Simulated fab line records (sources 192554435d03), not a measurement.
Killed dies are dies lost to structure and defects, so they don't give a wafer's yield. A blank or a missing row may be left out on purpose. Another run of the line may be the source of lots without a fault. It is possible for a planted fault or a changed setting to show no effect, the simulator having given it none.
fab line records / flow n5_finfet
[record] lots = 7 wafers = 21
route steps=1938 shown BEOL_M14@1723 MIM_TOP_LITHO@1843
start_h: the number of hours between the record's first day and the start of the first shown wafer of the lot / wait_h: how many hours have passed since the lot's step before this one / " identical to the entry in the row above / L1.1+2: a single row standing in for several wafers / - either no value or no given start / * or withheld: withheld / < > ~ a bound
route shown NAME@n: a module of which the file shows steps, and the number in the route of the first / usual: mean/standard deviation taken from wafers without a fault / same: alike in all rows / chamber/n: place in a boat / sites: the reading at each site / _std_site: the values' standard deviation / _edge_site: mean of outer sites minus mean of inner sites / radius_mm: for every site, how far away it sits from the centre of the wafer / mask NAME#n: copy n / behind: tool/chamber where the wafer was last shaped / hold: why the lot was held/for how many hours/how that ended / device: the transistor (n, p or np) that didn't switch / end of line: the tests these same wafers got at the end of their route / where a step has no rows: the recipe by itself / killed: at the first sort, the dies lost to defects and structure; wafer yield is something else / map: a wafer's dies, marking killed ones x, the rest . and places with no die _
set.NAME: the setting as run; set.NAME@STEP: as run at that earlier step / model.NAME: the simulator's own value behind a step, which no gauge read
one table per step and one row per wafer, for lots whose settings were changed on purpose
[[steps]]
[step N5_BEOL_M14_PEB_08]
[recipe] peb_temp_c = 130 peb_time_s = 90
lot.wafer=L078.4+5 tool=litho_track-05 chamber=0 start_h=272.87 wait_h=0.0 set.peb_time_s=90
lot.wafer=L078.6 tool=litho_track-05 chamber=0 start_h=272.87 wait_h=0.0 set.peb_time_s=95.71
lot.wafer=L082.3+4 tool=litho_track-04 chamber=0 start_h=288.02 wait_h=0.0 set.peb_time_s=90
lot.wafer=L082.5 tool=litho_track-04 chamber=0 start_h=288.02 wait_h=0.0 set.peb_time_s=75.07
lot.wafer=L085.2+3+5 tool=litho_track-02 chamber=0 start_h=318.06 wait_h=0.0 set.peb_time_s=72.35
lot.wafer=L089.1+2+5 tool=litho_track-04 chamber=0 start_h=330.83 wait_h=0.1 set.peb_time_s=90
lot.wafer=L088.2+6 tool=litho_track-05 chamber=0 start_h=332.97 wait_h=0.0 set.peb_time_s=90
lot.wafer=L088.3 tool=litho_track-05 chamber=0 start_h=332.97 wait_h=0.0 set.peb_time_s=103.1
lot.wafer=L091.1+3+5 tool=litho_track-04 chamber=0 start_h=336.72 wait_h=0.1 set.peb_time_s=90
lot.wafer=L093.2+6 tool=litho_track-02 chamber=0 start_h=361.63 wait_h=0.0 set.peb_time_s=77.07
lot.wafer=L093.5 tool=litho_track-02 chamber=0 start_h=361.63 wait_h=0.0 set.peb_time_s=90
[step N5_BEOL_M14_DEVELOP_09]
[recipe] develop_time_s = 45 rinse_liquid = diw dry = air_spin dev_temp_c = 21
[step N5_BEOL_M14_HARDBAKE_14]
[recipe] temp_c = 130 time_s = 120
[step N5_BEOL_M14_CD_MEAS_10]
[recipe] target_cd_nm = 250 landing_energy_ev = 500 detector = se_inlens polarity = opening
[usual] cd_nm = 250.2/1.6
lot.wafer=L078.4 tool=cd_sem-02 chamber=0 start_h=272.99 wait_h=- set.peb_time_s@BEOL_M14_PEB_08=90 cd_nm=249.4
lot.wafer=L078.5 tool=cd_sem-02 chamber=0 start_h=272.99 wait_h=- set.peb_time_s@BEOL_M14_PEB_08=90 cd_nm=248.5
lot.wafer=L078.6 tool=cd_sem-02 chamber=0 start_h=272.99 wait_h=- set.peb_time_s@BEOL_M14_PEB_08=95.71 cd_nm=252.7
lot.wafer=L082.3 tool=cd_sem-03 chamber=0 start_h=288.13 wait_h=- set.peb_time_s@BEOL_M14_PEB_08=90 cd_nm=248.6
lot.wafer=L082.4 tool=cd_sem-03 chamber=0 start_h=288.13 wait_h=- set.peb_time_s@BEOL_M14_PEB_08=90 cd_nm=249.3
lot.wafer=L082.5 tool=cd_sem-03 chamber=0 start_h=288.13 wait_h=- set.peb_time_s@BEOL_M14_PEB_08=75.07 cd_nm=244.7
lot.wafer=L085.2 tool=cd_sem-03 chamber=0 start_h=318.17 wait_h=- set.peb_time_s@BEOL_M14_PEB_08=72.35 cd_nm=241.4
lot.wafer=L085.3 tool=cd_sem-03 chamber=0 start_h=318.17 wait_h=- set.peb_time_s@BEOL_M14_PEB_08=72.35 cd_nm=242.0
lot.wafer=L085.5 tool=cd_sem-03 chamber=0 start_h=318.17 wait_h=- set.peb_time_s@BEOL_M14_PEB_08=72.35 cd_nm=243.1
lot.wafer=L089.1 tool=cd_sem-01 chamber=0 start_h=330.94 wait_h=- set.peb_time_s@BEOL_M14_PEB_08=90 cd_nm=247.8
lot.wafer=L089.2 tool=cd_sem-01 chamber=0 start_h=330.94 wait_h=- set.peb_time_s@BEOL_M14_PEB_08=90 cd_nm=248.4
lot.wafer=L089.5 tool=cd_sem-01 chamber=0 start_h=330.94 wait_h=- set.peb_time_s@BEOL_M14_PEB_08=90 cd_nm=249.3
lot.wafer=L088.2 tool=cd_sem-01 chamber=0 start_h=333.09 wait_h=- set.peb_time_s@BEOL_M14_PEB_08=90 cd_nm=248.6
lot.wafer=L088.3 tool=cd_sem-01 chamber=0 start_h=333.09 wait_h=- set.peb_time_s@BEOL_M14_PEB_08=103.1 cd_nm=255.4
lot.wafer=L088.6 tool=cd_sem-01 chamber=0 start_h=333.09 wait_h=- set.peb_time_s@BEOL_M14_PEB_08=90 cd_nm=249.9
lot.wafer=L091.1 tool=cd_sem-02 chamber=0 start_h=336.84 wait_h=- set.peb_time_s@BEOL_M14_PEB_08=90 cd_nm=251.1
lot.wafer=L091.3 tool=cd_sem-02 chamber=0 start_h=336.84 wait_h=- set.peb_time_s@BEOL_M14_PEB_08=90 cd_nm=248.6
lot.wafer=L091.5 tool=cd_sem-02 chamber=0 start_h=336.84 wait_h=- set.peb_time_s@BEOL_M14_PEB_08=90 cd_nm=251.8
lot.wafer=L093.2 tool=cd_sem-02 chamber=0 start_h=361.75 wait_h=- set.peb_time_s@BEOL_M14_PEB_08=77.07 cd_nm=244.6
lot.wafer=L093.5 tool=cd_sem-02 chamber=0 start_h=361.75 wait_h=- set.peb_time_s@BEOL_M14_PEB_08=90 cd_nm=249.4
lot.wafer=L093.6 tool=cd_sem-02 chamber=0 start_h=361.75 wait_h=- set.peb_time_s@BEOL_M14_PEB_08=77.07 cd_nm=244.8
[step N5_BEOL_M14_DESCUM_15]
[recipe] chemistry = O2 time_s = 7.9 source_power_w = 50 bias_power_w = 20 pressure_mtorr = 20 rf_frequency_hz = 2.712e+07 temp_c = 40 o2_flow_sccm = 225
[step N5_BEOL_M14_ETCH_59]
[recipe] chemistry = N2/H2 target = BARC target_depth_a = 890 overetch_a = 267 time_s = 67.9 ion_energy_ev = 200 pressure_mtorr = 30 source_w = 840 bias_w = 150 n2_flow_sccm = 200 h2_flow_sccm = 200
[step N5_BEOL_M14_VIA_ETCH_16]
[recipe] chemistry = C4F8/O2/Ar target = SiO2 he_inner_torr = 15 he_outer_torr = 30 target_depth_a = 12313 time_s = withheld ion_energy_ev = 800 pressure_mtorr = 20 source_w = 1905 bias_w = 2040 Ar_flow_sccm = 400 C4F8_flow_sccm = 16 O2_flow_sccm = 12 ends = cleared
lot.wafer=L078.4 tool=rie_diel-03 chamber=3 start_h=273.53 wait_h=0.0 set.time_s@BEOL_M14_ILD_DEP_00=* model.etch.depth_nm=1110
lot.wafer=L078.5 tool=rie_diel-03 chamber=1 start_h=273.53 wait_h=0.0 set.time_s@BEOL_M14_ILD_DEP_00=* model.etch.depth_nm=1257
lot.wafer=L078.6 tool=rie_diel-03 chamber=2 start_h=273.53 wait_h=0.0 set.time_s@BEOL_M14_ILD_DEP_00=* model.etch.depth_nm=1125
lot.wafer=L082.3 tool=rie_diel-03 chamber=2 start_h=288.31 wait_h=0.0 set.time_s@BEOL_M14_ILD_DEP_00=* model.etch.depth_nm=1122
lot.wafer=L082.4 tool=rie_diel-03 chamber=0 start_h=288.31 wait_h=0.0 set.time_s@BEOL_M14_ILD_DEP_00=* model.etch.depth_nm=1215
lot.wafer=L082.5 tool=rie_diel-03 chamber=1 start_h=288.31 wait_h=0.0 set.time_s@BEOL_M14_ILD_DEP_00=* model.etch.depth_nm=1145
lot.wafer=L085.2 tool=rie_diel-03 chamber=0 start_h=318.51 wait_h=0.0 set.time_s@BEOL_M14_ILD_DEP_00=* model.etch.depth_nm=1260
lot.wafer=L085.3 tool=rie_diel-03 chamber=3 start_h=318.51 wait_h=0.0 set.time_s@BEOL_M14_ILD_DEP_00=* model.etch.depth_nm=1255
lot.wafer=L085.5 tool=rie_diel-03 chamber=1 start_h=318.51 wait_h=0.0 set.time_s@BEOL_M14_ILD_DEP_00=* model.etch.depth_nm=1121
lot.wafer=L089.1 tool=rie_diel-03 chamber=0 start_h=331.12 wait_h=0.0 set.time_s@BEOL_M14_ILD_DEP_00=* model.etch.depth_nm=1056
lot.wafer=L089.2 tool=rie_diel-03 chamber=1 start_h=331.12 wait_h=0.0 set.time_s@BEOL_M14_ILD_DEP_00=* model.etch.depth_nm=1110
lot.wafer=L089.5 tool=rie_diel-03 chamber=3 start_h=331.12 wait_h=0.0 set.time_s@BEOL_M14_ILD_DEP_00=* model.etch.depth_nm=1118
lot.wafer=L088.2 tool=rie_diel-05 chamber=1 start_h=333.26 wait_h=0.0 set.time_s@BEOL_M14_ILD_DEP_00=* model.etch.depth_nm=1099
lot.wafer=L088.3 tool=rie_diel-05 chamber=2 start_h=333.26 wait_h=0.0 set.time_s@BEOL_M14_ILD_DEP_00=* model.etch.depth_nm=1105
lot.wafer=L088.6 tool=rie_diel-05 chamber=1 start_h=333.26 wait_h=0.0 set.time_s@BEOL_M14_ILD_DEP_00=* model.etch.depth_nm=1122
lot.wafer=L091.1 tool=rie_diel-06 chamber=1 start_h=337.13 wait_h=0.0 set.time_s@BEOL_M14_ILD_DEP_00=* model.etch.depth_nm=1118
lot.wafer=L091.3 tool=rie_diel-06 chamber=2 start_h=337.13 wait_h=0.0 set.time_s@BEOL_M14_ILD_DEP_00=* model.etch.depth_nm=1125
lot.wafer=L091.5 tool=rie_diel-06 chamber=1 start_h=337.13 wait_h=0.0 set.time_s@BEOL_M14_ILD_DEP_00=* model.etch.depth_nm=1135
lot.wafer=L093.2 tool=rie_diel-06 chamber=1 start_h=362.10 wait_h=0.0 set.time_s@BEOL_M14_ILD_DEP_00=* model.etch.depth_nm=1232
lot.wafer=L093.5 tool=rie_diel-06 chamber=2 start_h=362.10 wait_h=0.0 set.time_s@BEOL_M14_ILD_DEP_00=* model.etch.depth_nm=1271
lot.wafer=L093.6 tool=rie_diel-06 chamber=3 start_h=362.10 wait_h=0.0 set.time_s@BEOL_M14_ILD_DEP_00=* model.etch.depth_nm=1132
[step N5_MIM_TOP_LITHO_EXPOSE_05]
[recipe] mask_id = MIM_TOP na = 0.55 source_shape = conventional sigma_outer = 0.8 polarization = unpolarized target_cd_nm = 2000 dose_mj = 20.5
lot.wafer=L078.4 tool=krf_scanner-02 chamber=0 start_h=290.89 wait_h=- mask=MIM_TOP#0 set.dose_mj=21.92
lot.wafer=L078.5+6 tool=krf_scanner-02 chamber=0 start_h=290.89 wait_h=- mask=MIM_TOP#0 set.dose_mj=20.5
lot.wafer=L082.3+4 tool=krf_scanner-01 chamber=0 start_h=302.71 wait_h=- mask=MIM_TOP#0 set.dose_mj=18.97
lot.wafer=L082.5 tool=krf_scanner-01 chamber=0 start_h=302.71 wait_h=- mask=MIM_TOP#0 set.dose_mj=20.5
lot.wafer=L085.2 tool=krf_scanner-02 chamber=0 start_h=332.47 wait_h=- mask=MIM_TOP#0 set.dose_mj=20.5
lot.wafer=L085.3+5 tool=krf_scanner-02 chamber=0 start_h=332.47 wait_h=- mask=MIM_TOP#0 set.dose_mj=21.07
lot.wafer=L089.1+5 tool=krf_scanner-02 chamber=0 start_h=347.27 wait_h=- mask=MIM_TOP#0 set.dose_mj=21.09
lot.wafer=L089.2 tool=krf_scanner-02 chamber=0 start_h=347.27 wait_h=- mask=MIM_TOP#0 set.dose_mj=20.5
lot.wafer=L088.2+3+6 tool=krf_scanner-01 chamber=0 start_h=347.43 wait_h=- mask=MIM_TOP#0 set.dose_mj=20.5
lot.wafer=L091.1+3+5 tool=krf_scanner-01 chamber=0 start_h=353.62 wait_h=- mask=MIM_TOP#0 set.dose_mj=20.5
lot.wafer=L093.2+6 tool=krf_scanner-02 chamber=0 start_h=378.59 wait_h=- mask=MIM_TOP#0 set.dose_mj=20.07
lot.wafer=L093.5 tool=krf_scanner-02 chamber=0 start_h=378.59 wait_h=- mask=MIM_TOP#0 set.dose_mj=20.5
[step N5_MIM_TOP_LITHO_PEB_06]
[recipe] peb_temp_c = withheld peb_time_s = *
[step N5_MIM_TOP_LITHO_DEVELOP_07]
[recipe] develop_time_s = 60 rinse_liquid = diw dry = air_spin dev_temp_c = 21
[step N5_MIM_TOP_LITHO_HARDBAKE_09]
[recipe] temp_c = 130 time_s = 120
[step N5_MIM_TOP_LITHO_CD_MEAS_08]
[recipe] target_cd_nm = 2000 landing_energy_ev = 500 detector = se_inlens
[usual] cd_nm = 2001.2/2.1
lot.wafer=L078.4 tool=cd_sem-02 chamber=0 start_h=291.06 wait_h=- set.dose_mj@MIM_TOP_LITHO_EXPOSE_05=21.92 cd_nm=1990.6
lot.wafer=L078.5 tool=cd_sem-02 chamber=0 start_h=291.06 wait_h=- set.dose_mj@MIM_TOP_LITHO_EXPOSE_05=20.5 cd_nm=1999.3
lot.wafer=L078.6 tool=cd_sem-02 chamber=0 start_h=291.06 wait_h=- set.dose_mj@MIM_TOP_LITHO_EXPOSE_05=20.5 cd_nm=2002.2
lot.wafer=L082.3 tool=cd_sem-03 chamber=0 start_h=302.88 wait_h=- set.dose_mj@MIM_TOP_LITHO_EXPOSE_05=18.97 cd_nm=2014.9
lot.wafer=L082.4 tool=cd_sem-03 chamber=0 start_h=302.88 wait_h=- set.dose_mj@MIM_TOP_LITHO_EXPOSE_05=18.97 cd_nm=2017.7
lot.wafer=L082.5 tool=cd_sem-03 chamber=0 start_h=302.88 wait_h=- set.dose_mj@MIM_TOP_LITHO_EXPOSE_05=20.5 cd_nm=2002.2
lot.wafer=L085.2 tool=cd_sem-01 chamber=0 start_h=332.64 wait_h=- set.dose_mj@MIM_TOP_LITHO_EXPOSE_05=20.5 cd_nm=1999.3
lot.wafer=L085.3 tool=cd_sem-01 chamber=0 start_h=332.64 wait_h=- set.dose_mj@MIM_TOP_LITHO_EXPOSE_05=21.07 cd_nm=1996.2
lot.wafer=L085.5 tool=cd_sem-01 chamber=0 start_h=332.64 wait_h=- set.dose_mj@MIM_TOP_LITHO_EXPOSE_05=21.07 cd_nm=1996.9
lot.wafer=L089.1 tool=cd_sem-03 chamber=0 start_h=347.44 wait_h=- set.dose_mj@MIM_TOP_LITHO_EXPOSE_05=21.09 cd_nm=2000.5
lot.wafer=L089.2 tool=cd_sem-03 chamber=0 start_h=347.44 wait_h=- set.dose_mj@MIM_TOP_LITHO_EXPOSE_05=20.5 cd_nm=2000.7
lot.wafer=L089.5 tool=cd_sem-03 chamber=0 start_h=347.44 wait_h=- set.dose_mj@MIM_TOP_LITHO_EXPOSE_05=21.09 cd_nm=1996.7
lot.wafer=L088.2 tool=cd_sem-03 chamber=0 start_h=347.60 wait_h=- set.dose_mj@MIM_TOP_LITHO_EXPOSE_05=20.5 cd_nm=2003.1
lot.wafer=L088.3 tool=cd_sem-03 chamber=0 start_h=347.60 wait_h=- set.dose_mj@MIM_TOP_LITHO_EXPOSE_05=20.5 cd_nm=2001.2
lot.wafer=L088.6 tool=cd_sem-03 chamber=0 start_h=347.60 wait_h=- set.dose_mj@MIM_TOP_LITHO_EXPOSE_05=20.5 cd_nm=1996.8
lot.wafer=L091.1 tool=cd_sem-02 chamber=0 start_h=353.80 wait_h=- set.dose_mj@MIM_TOP_LITHO_EXPOSE_05=20.5 cd_nm=2001.9
lot.wafer=L091.3 tool=cd_sem-02 chamber=0 start_h=353.80 wait_h=- set.dose_mj@MIM_TOP_LITHO_EXPOSE_05=20.5 cd_nm=2002.1
lot.wafer=L091.5 tool=cd_sem-02 chamber=0 start_h=353.80 wait_h=- set.dose_mj@MIM_TOP_LITHO_EXPOSE_05=20.5 cd_nm=2000.8
lot.wafer=L093.2 tool=cd_sem-03 chamber=0 start_h=378.76 wait_h=- set.dose_mj@MIM_TOP_LITHO_EXPOSE_05=20.07 cd_nm=2008.5
lot.wafer=L093.5 tool=cd_sem-03 chamber=0 start_h=378.76 wait_h=- set.dose_mj@MIM_TOP_LITHO_EXPOSE_05=20.5 cd_nm=2005.0
lot.wafer=L093.6 tool=cd_sem-03 chamber=0 start_h=378.76 wait_h=- set.dose_mj@MIM_TOP_LITHO_EXPOSE_05=20.07 cd_nm=2008.3
[step N5_MIM_TOP_LITHO_DESCUM_10]
[recipe] chemistry = O2 time_s = 7.9 source_power_w = 50 bias_power_w = 20 pressure_mtorr = 20 rf_frequency_hz = 2.712e+07 temp_c = 40 o2_flow_sccm = 225
lot.wafer=L078.4 tool=rie_diel-05 chamber=1 start_h=291.14 wait_h=0.0 set.dose_mj@MIM_TOP_LITHO_EXPOSE_05=21.92 model.MIM_TOP_LITHO.cd_nm=1991
lot.wafer=L078.5 tool=rie_diel-05 chamber=0 start_h=291.14 wait_h=0.0 set.dose_mj@MIM_TOP_LITHO_EXPOSE_05=20.5 model.MIM_TOP_LITHO.cd_nm=1999
lot.wafer=L078.6 tool=rie_diel-05 chamber=1 start_h=291.14 wait_h=0.0 set.dose_mj@MIM_TOP_LITHO_EXPOSE_05=20.5 model.MIM_TOP_LITHO.cd_nm=2003
lot.wafer=L082.3 tool=rie_diel-03 chamber=1 start_h=303.01 wait_h=0.1 set.dose_mj@MIM_TOP_LITHO_EXPOSE_05=18.97 model.MIM_TOP_LITHO.cd_nm=2015
lot.wafer=L082.4 tool=rie_diel-03 chamber=2 start_h=303.01 wait_h=0.1 set.dose_mj@MIM_TOP_LITHO_EXPOSE_05=18.97 model.MIM_TOP_LITHO.cd_nm=2018
lot.wafer=L082.5 tool=rie_diel-03 chamber=3 start_h=303.01 wait_h=0.1 set.dose_mj@MIM_TOP_LITHO_EXPOSE_05=20.5 model.MIM_TOP_LITHO.cd_nm=2002
lot.wafer=L085.2 tool=rie_diel-03 chamber=3 start_h=332.73 wait_h=0.0 set.dose_mj@MIM_TOP_LITHO_EXPOSE_05=20.5 model.MIM_TOP_LITHO.cd_nm=1999
lot.wafer=L085.3 tool=rie_diel-03 chamber=1 start_h=332.73 wait_h=0.0 set.dose_mj@MIM_TOP_LITHO_EXPOSE_05=21.07 model.MIM_TOP_LITHO.cd_nm=1996
lot.wafer=L085.5 tool=rie_diel-03 chamber=0 start_h=332.73 wait_h=0.0 set.dose_mj@MIM_TOP_LITHO_EXPOSE_05=21.07 model.MIM_TOP_LITHO.cd_nm=1997
lot.wafer=L089.1 tool=rie_diel-03 chamber=1 start_h=347.53 wait_h=0.0 set.dose_mj@MIM_TOP_LITHO_EXPOSE_05=21.09 model.MIM_TOP_LITHO.cd_nm=2000
lot.wafer=L089.2 tool=rie_diel-03 chamber=2 start_h=347.53 wait_h=0.0 set.dose_mj@MIM_TOP_LITHO_EXPOSE_05=20.5 model.MIM_TOP_LITHO.cd_nm=2000
lot.wafer=L089.5 tool=rie_diel-03 chamber=2 start_h=347.53 wait_h=0.0 set.dose_mj@MIM_TOP_LITHO_EXPOSE_05=21.09 model.MIM_TOP_LITHO.cd_nm=1997
lot.wafer=L088.2 tool=rie_diel-03 chamber=1 start_h=347.69 wait_h=0.0 set.dose_mj@MIM_TOP_LITHO_EXPOSE_05=20.5 model.MIM_TOP_LITHO.cd_nm=2003
lot.wafer=L088.3 tool=rie_diel-03 chamber=0 start_h=347.69 wait_h=0.0 set.dose_mj@MIM_TOP_LITHO_EXPOSE_05=20.5 model.MIM_TOP_LITHO.cd_nm=2001
lot.wafer=L088.6 tool=rie_diel-03 chamber=1 start_h=347.69 wait_h=0.0 set.dose_mj@MIM_TOP_LITHO_EXPOSE_05=20.5 model.MIM_TOP_LITHO.cd_nm=1996
lot.wafer=L091.1+3 tool=rie_diel-03 chamber=2,1 start_h=353.89 wait_h=0.0 set.dose_mj@MIM_TOP_LITHO_EXPOSE_05=20.5 model.MIM_TOP_LITHO.cd_nm=2002
lot.wafer=L091.5 tool=rie_diel-03 chamber=2 start_h=353.89 wait_h=0.0 set.dose_mj@MIM_TOP_LITHO_EXPOSE_05=20.5 model.MIM_TOP_LITHO.cd_nm=2001
lot.wafer=L093.2+6 tool=rie_diel-03 chamber=2,3 start_h=378.85 wait_h=0.0 set.dose_mj@MIM_TOP_LITHO_EXPOSE_05=20.07 model.MIM_TOP_LITHO.cd_nm=2008
lot.wafer=L093.5 tool=rie_diel-03 chamber=0 start_h=378.85 wait_h=0.0 set.dose_mj@MIM_TOP_LITHO_EXPOSE_05=20.5 model.MIM_TOP_LITHO.cd_nm=2005
[[key]]
[split] step = N5_BEOL_M14_PEB_08 setting = peb_time_s stated = 90 by = wafer
[response] step = N5_BEOL_M14_CD_MEAS_10 reading = cd_nm change = +0.343 per = 1% r = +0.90
[split] step = N5_MIM_TOP_LITHO_EXPOSE_05 setting = dose_mj stated = 20.5 by = wafer
[response] step = N5_MIM_TOP_LITHO_CD_MEAS_08 reading = cd_nm change = -1.58 per = 1% r = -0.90
[response] step = N5_MIM_TOP_LITHO_DESCUM_10 reading = model.MIM_TOP_LITHO.cd_nm change = -1.58 per = 1% r = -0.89
split outside_this_file step=N5_BEOL_M14_ILD_DEP_00 setting=time_s
// split outside_this_file: this setting was split too, and the file shows its column; the key of that split is in another file
